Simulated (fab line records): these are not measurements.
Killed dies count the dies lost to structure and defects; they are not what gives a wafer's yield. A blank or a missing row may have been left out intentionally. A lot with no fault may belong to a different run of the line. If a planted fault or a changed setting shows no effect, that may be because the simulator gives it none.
fab line records	flow nandHarc
record lots=12	wafers=36	lastDay=34
route steps=1302 shown A_CONTACT@1042 END@1302
lots untouched by any fault: they come from a run of this same line in which no faults occurred
startH: start of the lot's first displayed wafer, in hours after the record's first day	waitH: how many hours have passed since the lot's step before this one	" as in the row above	L1.1+2: a row that stands for several wafers	- value missing, or start not given	* or withheld: withheld	< > ~ a bound
route shown NAME@n: NAME is a module with steps in the file, n the number in the route of the first one	usual: average and standard deviation across the fault-free wafers	same: alike in all rows	chamber/n: place in a boat	sites: per-site readings	_std_site: their standard deviation	_edge_site: mean of outer sites minus mean of inner sites	radiusMm: for every site, how far away it sits from the centre of the wafer	mask NAME#n: copy n	behind: the most recent tool/chamber to have shaped the wafer	hold: the reason the lot was held/the length of the hold in hours/how it ended	device: names the non-switching transistor (n, p or np)	end of line: tests of these same wafers at the route's end	a step without rows: its recipe alone	killed: not the wafer's yield, but the dies lost to structure and defects at the first sort	map: a wafer's dies, marking killed ones x, the rest . and places with no die _
set.NAME: the setting as run; set.NAME@STEP: as run at that earlier step	model.NAME: the simulator's own value behind a step, which no gauge read
the route's steps for a sample of lots (tables are steps, rows are wafers)
services: when a tool's chamber went out of use (startH, in hours from the record's first day, below 0 if earlier), for how many hours, and the reason
## steps
# step NHARC_A_CONTACT_DESCUM_74
# recipe timeS=3	o2FlowSccm=200	arFlowSccm=0	biasPowerW=0	chemistry=O2
# usual drypumpMotorCurrentA=5.8/0.45	oesProductAu=1.002/0.0088	rfVppV=57.7/0.96	showerheadPlenumPTorr=1.88/0.092	throttleValvePct=11.311/0.0087
lot.wafer	tool	chamber	startH	waitH	drypumpMotorCurrentA	oesProductAu	rfHoursCounterH	rfVppV	showerheadPlenumPTorr	throttleValvePct
L136.1	rieDiel-12	0	519.06	0.1	5.6	0.984	10	57.1	1.77	11.318
L136.4	"	1	"	"	6.4	0.993	9	57.7	1.84	11.314
L136.5	"	3	"	"	6.4	1.009	-	57.7	1.89	11.322
L134.2	rieDiel-12	0	520.46	0.1	5.6	1.000	10	58.1	1.77	11.313
L134.1	"	1	"	"	6.4	1.007	10	57.3	1.84	11.328
L134.5	"	2	"	"	5.2	1.005	-	59.2	1.91	11.307
L137.2	rieDiel-12	0	541.21	0.1	5.6	1.008	16	56.8	1.77	11.316
L137.1	"	1	"	"	6.4	1.008	16	58.9	1.84	11.315
L137.5	"	0	"	"	5.6	1.006	-	57.3	1.77	11.319
L138.2	rieDiel-12	0	556.72	0.1	5.6	1.000	18	56.6	1.77	11.297
L138.5	"	2	"	"	5.2	1.010	-	57.5	1.91	11.317
L138.6	"	3	"	"	6.3	0.997	-	60.0	1.88	11.321
L143.1	rieDiel-12	1	609.30	0.1	6.4	1.000	31	57.2	1.83	11.318
L143.3	"	2	"	"	5.2	1.006	24	57.0	1.91	11.316
L143.5	"	0	"	"	5.6	1.001	-	57.5	1.76	11.298
L145.4	rieDiel-10	3	610.61	0.1	6.0	0.992	1	57.8	1.82	11.316
L145.6	"	2	"	"	5.4	0.999	-	57.9	2.06	11.303
L145.5	"	3	"	"	6.1	0.994	-	57.5	1.82	11.309
L151.4	rieDiel-12	0	693.71	0.1	5.6	1.011	10	58.1	2.07	11.309
L151.3	"	3	"	"	6.4	1.000	9	58.0	1.88	11.312
L151.6	"	0	"	"	5.6	1.005	-	59.9	2.07	11.301
L152.4	rieDiel-13	1	694.19	0.1	5.6	0.991	61	57.6	1.77	11.313
L152.1	"	2	"	"	6.2	1.016	56	58.7	2.06	11.302
L152.6	"	1	"	"	5.7	0.983	-	57.5	1.77	11.319
L154.1	rieDiel-12	2	708.83	0.1	5.2	1.005	12	57.6	1.90	11.303
L154.4	"	0	"	"	5.6	1.011	14	58.3	2.07	11.302
L154.5	"	1	"	"	6.4	0.996	-	58.8	1.83	11.304
L153.1	rieDiel-13	2	709.95	0.1	6.2	0.989	0	58.9	2.06	11.314
L153.4	"	3	"	"	5.4	0.994	0	57.7	1.81	11.305
L153.3	"	0	"	"	5.7	0.986	0	56.7	1.86	11.309
L156.2	rieDiel-12	0	738.71	0.1	5.6	1.019	19	59.1	2.07	11.318
L156.4	"	1	"	"	6.4	1.002	17	57.3	1.83	11.315
L156.5	"	0	"	"	5.6	1.006	-	58.7	2.07	11.311
L155.3	rieDiel-12	2	740.31	0.1	5.2	1.006	19	56.5	1.90	11.309
L155.2	"	0	"	"	5.6	1.013	20	58.8	2.07	11.309
L155.5	"	3	"	"	6.4	0.999	-	58.2	1.87	11.312
# step NHARC_A_CONTACT_ETCH_124
# recipe sourceW=withheld	pressureMtorr=20	biasV=withheld	timeS=140	targetDepthA=7000	arFlowSccm=withheld	c4f8FlowSccm=withheld	o2FlowSccm=withheld	chemistry=C4F8/O2/Ar
# usual chamberPressureMTorr=20.000/0.021	oesAirLineAu=1.003/0.023
lot.wafer	tool	chamber	startH	waitH	chamberPressureMTorr	oesAirLineAu	rfHoursCounterH
L136.1	harCapEtch-01	0	520.63	-	19.983	1.038	0
L136.4	"	0	"	"	19.989	1.027	-
L136.5	"	0	"	"	20.006	1.016	-
L134.2	harCapEtch-03	1	522.14	-	19.995	1.022	44
L134.1	"	0	"	"	20.013	1.017	44
L134.5	"	0	"	"	19.979	1.023	-
L137.2	harCapEtch-03	0	542.75	-	19.988	0.970	47
L137.1	"	1	"	"	20.030	0.978	47
L137.5	"	1	"	"	20.016	0.997	-
L138.2	harCapEtch-03	1	558.25	-	19.988	0.992	49
L138.5	"	1	"	"	19.978	1.024	-
L138.6	"	0	"	"	19.976	1.060	-
L143.1	harCapEtch-03	1	610.83	-	20.012	1.029	59
L143.3	"	0	"	"	20.002	0.997	-
L143.5	"	1	"	"	20.034	1.013	-
L145.4	harCapEtch-02	0	612.25	-	19.999	0.985	-
L145.6	"	1	"	"	19.983	1.010	-
L145.5	"	0	"	"	19.987	0.959	-
L151.4	harCapEtch-02	1	695.31	-	20.001	0.974	-
L151.3	"	0	"	"	19.989	1.040	-
L151.6	"	1	"	"	19.983	0.950	-
L152.1	harCapEtch-01	0	695.78	-	20.020	0.985	33
L152.4	"	1	"	"	19.984	1.008	-
L152.6	"	1	"	"	19.996	1.029	-
L154.1	harCapEtch-02	1	710.38	-	19.968	0.998	125
L154.4	"	0	"	"	19.999	0.985	-
L154.5	"	1	"	"	20.030	0.974	-
L153.1	harCapEtch-01	0	711.53	-	19.980	1.017	36
L153.4	"	1	"	"	19.980	0.999	-
L153.3	"	0	"	"	20.005	1.033	-
L156.2	harCapEtch-01	1	740.25	-	19.975	1.029	40
L156.4	"	0	"	"	20.001	0.994	-
L156.5	"	1	"	"	19.998	1.031	-
L155.2	harCapEtch-03	1	741.85	-	19.972	1.002	81
L155.3	"	0	"	"	20.010	1.001	-
L155.5	"	1	"	"	19.978	1.006	-
# step NHARC_A_CONTACT_ETCH_125
# recipe sourceW=withheld	pressureMtorr=20	biasV=3000	timeS=197	targetDepthA=19180	arFlowSccm=withheld	c4f8FlowSccm=withheld	o2FlowSccm=withheld	chemistry=C4F8/O2/Ar
# usual chamberPressureMTorr=19.998/0.019	oesAirLineAu=1.005/0.023
lot.wafer	tool	chamber	startH	waitH	chamberPressureMTorr	oesAirLineAu	rfHoursCounterH
L136.1	harCapEtch-01	0	520.83	0.2	19.998	0.987	0
L136.4	"	0	"	"	20.031	0.986	-
L136.5	"	0	"	"	20.008	0.961	-
L134.2	harCapEtch-03	1	522.34	0.2	19.983	1.006	44
L134.1	"	0	"	"	19.975	1.006	44
L134.5	"	0	"	"	19.997	1.005	-
L137.2	harCapEtch-03	0	542.95	0.2	20.002	1.051	47
L137.1	"	1	"	"	20.001	1.009	47
L137.5	"	1	"	"	19.981	1.028	-
L138.2	harCapEtch-03	1	558.45	0.2	20.000	1.046	49
L138.5	"	1	"	"	19.986	1.031	-
L138.6	"	0	"	"	19.987	0.994	-
L143.1	harCapEtch-03	1	611.03	0.2	20.015	1.011	59
L143.3	"	0	"	"	20.009	1.008	-
L143.5	"	1	"	"	20.002	0.994	-
L145.4	harCapEtch-02	0	612.43	0.2	19.981	1.028	-
L145.6	"	1	"	"	19.992	1.041	-
L145.5	"	0	"	"	19.988	1.033	-
L151.4	harCapEtch-02	1	695.50	0.2	19.980	1.010	-
L151.3	"	0	"	"	19.995	0.987	-
L151.6	"	1	"	"	19.988	0.997	-
L152.1	harCapEtch-01	0	695.98	0.2	19.993	1.012	33
L152.4	"	1	"	"	20.004	0.962	-
L152.6	"	1	"	"	19.975	0.979	-
L154.1	harCapEtch-02	1	710.58	0.2	19.973	1.008	125
L154.4	"	0	"	"	20.024	0.988	-
L154.5	"	1	"	"	20.019	1.035	-
L153.1	harCapEtch-01	0	711.72	0.2	20.021	1.001	36
L153.4	"	1	"	"	19.973	1.019	-
L153.3	"	0	"	"	19.994	0.972	-
L156.2	harCapEtch-01	1	740.52	0.2	19.991	1.011	40
L156.4	"	0	"	"	20.031	0.991	-
L156.5	"	1	"	"	20.002	1.007	-
L155.2	harCapEtch-03	1	742.05	0.2	20.013	0.999	82
L155.3	"	0	"	"	20.002	1.000	-
L155.5	"	1	"	"	19.978	0.963	-
# step NHARC_A_CONTACT_ETCH_126
# recipe sourceW=withheld	pressureMtorr=20	biasV=3000	timeS=197	targetDepthA=19180	arFlowSccm=withheld	c4f8FlowSccm=withheld	o2FlowSccm=withheld	chemistry=C4F8/O2/Ar
# usual chamberPressureMTorr=19.999/0.019	oesAirLineAu=0.998/0.019
lot.wafer	tool	chamber	startH	waitH	chamberPressureMTorr	oesAirLineAu	rfHoursCounterH
L136.1	harCapEtch-01	0	521.01	0.2	20.011	0.996	0
L136.4	"	0	"	"	20.017	1.002	-
L136.5	"	0	"	"	20.025	0.971	-
L134.2	harCapEtch-03	1	522.52	0.1	20.032	1.000	44
L134.1	"	0	"	"	19.987	1.025	44
L134.5	"	0	"	"	19.971	1.002	-
L137.2	harCapEtch-03	0	543.13	0.1	19.965	1.003	48
L137.1	"	1	"	"	20.011	1.012	48
L137.5	"	1	"	"	19.973	1.014	-
L138.2	harCapEtch-03	1	558.63	0.1	20.022	0.989	49
L138.5	"	1	"	"	20.000	1.007	-
L138.6	"	0	"	"	20.005	1.011	-
L143.1	harCapEtch-03	1	611.20	0.1	-	-	-
L143.3	"	0	"	"	-	-	-
L143.5	"	1	"	"	-	-	-
L145.4	harCapEtch-02	0	612.61	0.1	-	-	-
L145.6	"	1	"	"	-	-	-
L145.5	"	0	"	"	-	-	-
L151.4	harCapEtch-02	1	695.68	0.1	20.003	0.985	-
L151.3	"	0	"	"	19.988	1.024	-
L151.6	"	1	"	"	19.963	0.969	-
L152.1	harCapEtch-01	0	696.16	0.1	19.990	0.999	33
L152.4	"	1	"	"	20.020	1.001	-
L152.6	"	1	"	"	20.008	1.030	-
L154.1	harCapEtch-02	1	710.76	0.1	19.991	0.997	125
L154.4	"	0	"	"	19.983	0.980	-
L154.5	"	1	"	"	19.989	1.007	-
L153.1	harCapEtch-01	0	711.90	0.1	19.960	0.994	36
L153.4	"	1	"	"	20.006	1.000	-
L153.3	"	0	"	"	19.993	0.991	-
L156.2	harCapEtch-01	1	740.75	0.2	20.023	1.009	40
L156.4	"	0	"	"	19.966	0.990	-
L156.5	"	1	"	"	20.002	0.992	-
L155.2	harCapEtch-03	1	742.23	0.1	19.958	0.995	82
L155.3	"	0	"	"	19.992	1.024	-
L155.5	"	1	"	"	19.991	0.995	-
# step NHARC_END_SORT_01
# recipe tempC=25
# usual killedAtArray=53/18	killedAtOther=0.8/1.1	killedAtPeriphery=4.1/2.7	killedDies=58/18	killedOpen=3.1/1.7	killedShort=2.7/1.7
# same grossDies=677
lot.wafer	tool	chamber	startH	waitH	killedAtArray	killedAtOther	killedAtPeriphery	killedDies	killedOpen	killedShort
L136.1	prober-02	0	600.03	2.5	59	0	9	68	0	6
L136.4	prober-02	0	602.37	3.3	65	1	6	72	2	4
L136.5	prober-02	0	603.15	3.6	62	0	2	64	1	4
L137.1	prober-01	0	607.84	2.5	40	0	11	51	4	3
L137.2	prober-01	0	608.63	2.8	69	1	11	81	1	0
L137.5	prober-01	0	610.99	3.6	39	2	5	46	2	1
L138.2	prober-02	0	618.22	2.8	40	0	3	43	3	1
L138.5	prober-02	0	620.63	3.7	46	0	2	48	3	0
L138.6	prober-02	0	621.43	4.0	41	0	3	44	4	4
L143.1	prober-02	0	667.64	2.5	671	1	5	677	5	5
L143.3	prober-02	0	669.26	3.1	673	1	3	677	3	5
L143.5	prober-02	0	670.88	3.7	675	1	1	677	1	2
L145.4	prober-01	0	670.03	3.4	673	0	4	677	3	1
L145.5	prober-01	0	670.83	3.7	673	0	4	677	5	2
L145.6	prober-01	0	671.63	4.0	674	0	3	677	4	2
L153.1	prober-01	0	770.78	2.5	50	0	4	54	0	1
L153.3	prober-01	0	772.39	3.1	65	1	6	72	2	3
L153.4	prober-01	0	773.20	3.4	60	0	4	64	3	1
# killed by level:class
L136.1 A_CHANNEL_HOLE_D1:chamberFilmFlake=33 A_CHANNEL_HOLE_D2:chamberFilmFlake=14 P_CONTACT:chamberFilmFlake=4 A_CONTACT:chamberFilmFlake=4 P_GATE:geometricParticle:short=1 A_ONON_D1:geometricParticle:short=1 A_CHANNEL_HOLE_D2:geometricParticle:short=1 A_CHANNEL_FILL_D2:geometricParticle:short=1
L136.4 A_CHANNEL_HOLE_D1:chamberFilmFlake=36 A_CHANNEL_HOLE_D2:chamberFilmFlake=17 P_CONTACT:chamberFilmFlake=3 A_CONTACT:chamberFilmFlake=3 A_STAIRCASE:chamberFilmFlake=2 P_CONTACT:geometricParticle:open=1 P_M1:geometricParticle:short=1 A_SOURCE_PLATE:geometricParticle:short=1
L136.5 A_CHANNEL_HOLE_D2:chamberFilmFlake=36 A_CHANNEL_HOLE_D1:chamberFilmFlake=14 A_CONTACT:chamberFilmFlake=4 A_ONON_D1:geometricParticle:short=1 A_CHANNEL_FILL_D1:geometricParticle:open=1 A_DECK1_JOINT:geometricParticle:short=1 A_CHANNEL_FILL_D2:geometricParticle:short=1 A_WL_FILL:geometricParticle:short=1
L137.1 A_CHANNEL_HOLE_D1:chamberFilmFlake=15 P_M0:chamberFilmFlake=6 A_CHANNEL_HOLE_D2:chamberFilmFlake=6 A_STAIRCASE:chamberFilmFlake=6 A_CONTACT:chamberFilmFlake=4 A_BLC:chamberFilmFlake=4 P_CONTACT:geometricParticle:open=3 A_WL_FILL:geometricParticle:short=2
L137.2 A_CHANNEL_HOLE_D2:chamberFilmFlake=26 A_CHANNEL_HOLE_D1:chamberFilmFlake=23 A_BLC:chamberFilmFlake=8 A_STAIRCASE:chamberFilmFlake=5 P_GATE:chamberFilmFlake=4 P_ZERO_WELL:chamberFilmFlake=3 P_M0:chamberFilmFlake=3 A_CONTACT:chamberFilmFlake=3
L137.5 A_CHANNEL_HOLE_D2:chamberFilmFlake=12 A_STAIRCASE:chamberFilmFlake=7 A_CHANNEL_HOLE_D1:chamberFilmFlake=6 A_CONTACT:chamberFilmFlake=6 P_ZERO_WELL:chamberFilmFlake=2 P_M0:chamberFilmFlake=2 A_WL_FILL:chamberFilmFlake=2 THIN_TSV:chamberFilmFlake=2
L138.2 A_SLIT:chamberFilmFlake=18 A_CHANNEL_HOLE_D2:chamberFilmFlake=10 A_CONTACT:chamberFilmFlake=5 A_CHANNEL_HOLE_D1:chamberFilmFlake=2 A_SGD_CUT:chamberFilmFlake=2 P_STI:geometricParticle:open=1 P_CONTACT:geometricParticle:open=1 A_BLC:geometricParticle:open=1
L138.5 A_SLIT:chamberFilmFlake=22 A_CHANNEL_HOLE_D2:chamberFilmFlake=14 A_CHANNEL_HOLE_D1:chamberFilmFlake=2 A_SGD_CUT:chamberFilmFlake=2 A_WL_FILL:chamberFilmFlake=2 P_CONTACT:geometricParticle:open=1 P_M0:geometricParticle:open=1 A_ONON_D2:geometricParticle:open=1
L138.6 A_SLIT:chamberFilmFlake=23 A_CHANNEL_HOLE_D2:chamberFilmFlake=4 A_STAIRCASE:chamberFilmFlake=3 A_CONTACT:chamberFilmFlake=3 A_ONON_D1:geometricParticle:short=2 P_CONTACT:geometricParticle:open=1 P_M0:geometricParticle:short=1 P_M0:geometricParticle:open=1
L143.1 A_CONTACT:areaEtch=611 A_SLIT:chamberFilmFlake=32 A_CHANNEL_HOLE_D1:chamberFilmFlake=14 A_STAIRCASE:chamberFilmFlake=2 A_CHANNEL_HOLE_D2:unspecified=2 A_CONTACT:chamberFilmFlake=2 P_CONTACT:geometricParticle:open=1 P_M0:geometricParticle:open=1
L143.3 A_CONTACT:areaEtch=616 A_SLIT:chamberFilmFlake=25 A_CHANNEL_HOLE_D1:chamberFilmFlake=17 A_STAIRCASE:chamberFilmFlake=6 A_CHANNEL_FILL_D1:chamberFilmFlake=2 P_CONTACT:geometricParticle:short=1 P_M0:geometricParticle:short=1 P_M2:geometricParticle:open=1
L145.4 A_CONTACT:areaEtch=611 A_SLIT:chamberFilmFlake=23 A_CHANNEL_HOLE_D2:chamberFilmFlake=16 A_CHANNEL_HOLE_D1:chamberFilmFlake=6 A_STAIRCASE:chamberFilmFlake=5 P_CONTACT:chamberFilmFlake=3 A_CONTACT:chamberFilmFlake=3 A_WL_FILL:chamberFilmFlake=2
L145.5 A_CONTACT:areaEtch=618 A_SLIT:chamberFilmFlake=20 A_CHANNEL_HOLE_D2:chamberFilmFlake=16 A_CONTACT:chamberFilmFlake=5 A_STAIRCASE:chamberFilmFlake=4 P_CONTACT:chamberFilmFlake=3 A_CHANNEL_HOLE_D1:chamberFilmFlake=3 P_CONTACT:geometricParticle:open=1
L143.5 A_CONTACT:areaEtch=603 A_CHANNEL_HOLE_D1:chamberFilmFlake=40 A_SLIT:chamberFilmFlake=19 A_CHANNEL_FILL_D1:chamberFilmFlake=2 A_CHANNEL_HOLE_D2:unspecified=2 A_STAIRCASE:chamberFilmFlake=2 A_CONTACT:chamberFilmFlake=2 P_STI:geometricParticle:short=1
L145.6 A_CONTACT:areaEtch=615 A_SLIT:chamberFilmFlake=34 A_CHANNEL_HOLE_D2:chamberFilmFlake=8 A_CONTACT:chamberFilmFlake=6 A_CHANNEL_HOLE_D1:chamberFilmFlake=3 P_M1:geometricParticle:open=2 A_CHANNEL_HOLE_D2:geometricParticle:short=2 A_WL_FILL:chamberFilmFlake=2
L153.1 A_CHANNEL_HOLE_D2:chamberFilmFlake=26 A_SLIT:chamberFilmFlake=8 A_CHANNEL_HOLE_D1:chamberFilmFlake=7 A_CONTACT:chamberFilmFlake=3 A_WL_FILL:chamberFilmFlake=3 P_M2:chamberFilmFlake=2 A_CHANNEL_FILL_D1:geometricParticle:short=1 P_ZERO_WELL:chamberFilmFlake=1
L153.3 A_CHANNEL_HOLE_D2:chamberFilmFlake=30 A_CHANNEL_HOLE_D1:chamberFilmFlake=19 A_SLIT:chamberFilmFlake=7 A_CONTACT:chamberFilmFlake=6 P_M2:chamberFilmFlake=2 P_GATE:geometricParticle:open=1 P_M0:geometricParticle:open=1 A_ONON_D1:geometricParticle:short=1
L153.4 A_CHANNEL_HOLE_D2:chamberFilmFlake=23 A_CHANNEL_HOLE_D1:chamberFilmFlake=17 A_CONTACT:chamberFilmFlake=6 A_SLIT:chamberFilmFlake=5 A_STAIRCASE:chamberFilmFlake=4 P_M2:chamberFilmFlake=3 A_CHANNEL_FILL_D1:geometricParticle:open=1 A_BLC:geometricParticle:short=1
## services
tool	chamber	startH	hours	kind
harCapEtch-01	-	497.30	17.0	pm
harCapEtch-01	0	497.30	17.0	ventCycle
harCapEtch-01	1	497.30	17.0	ventCycle
rieDiel-12	0	504.21	-	clean
rieDiel-12	1	504.21	-	clean
rieDiel-12	2	504.21	-	clean
rieDiel-12	3	504.21	-	clean
harCapEtch-01	0	514.30	-	clean
harCapEtch-01	1	514.30	-	clean
rieDiel-13	-	519.02	9.0	pm
rieDiel-13	1	533.64	5.1	repair
rieDiel-10	-	552.61	1.2	repair
harCapEtch-01	-	574.63	0.6	repair
rieDiel-10	-	597.98	9.0	pm
rieDiel-12	-	623.21	9.0	pm
rieDiel-10	1	655.03	5.8	repair
rieDiel-13	1	657.94	4.5	repair
rieDiel-10	2	658.19	6.1	repair
rieDiel-13	-	696.02	9.0	pm
rieDiel-10	2	711.88	7.7	repair
rieDiel-12	1	722.84	4.8	repair
rieDiel-10	1	725.70	2.9	repair
harCapEtch-02	-	736.90	0.4	repair
rieDiel-12	0	741.53	2.4	repair
## key
firstSign step=NHARC_A_CONTACT_ETCH_126	reading=toolRecord	direction=missing
effect step=NHARC_END_SORT_01	reading=killedDies	direction=up	sigmas=34	usual=58	struck=677
moreKillsBornAt NHARC_A_CONTACT_ETCH_126@harCapEtch-02=1844	NHARC_A_CONTACT_ETCH_126@harCapEtch-03=1830
metAt NHARC_A_CONTACT_ETCH_126
struckLots L143,L145
laterRowsLeftOut L143.1,L143.3,L143.5,L145.4,L145.5,L145.6
testerLeftOut L143,L145
notActingAt NHARC_A_CONTACT_DESCUM_74,NHARC_A_CONTACT_ETCH_124,NHARC_A_CONTACT_ETCH_125
onsetBetween 558.63 611.20
fault kind=skippedStepWhole	tool=harCapEtch-02,harCapEtch-03	chamber=-	onsetH=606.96	steps=NHARC_A_CONTACT_ETCH_126	scope=struckLotsOnly
# testerLeftOut: of these lots the tester's yield and bins aren't shown, on N5 and GAA mostly nor the transistor test; their killed dies are dies lost to structure and defects alone, not to doping, threshold or leakage, so they don't give the yield
# laterRowsLeftOut: the simulator's readings of these wafers behind a module that went badly wrong aren't trusted and aren't shown, but for the sort
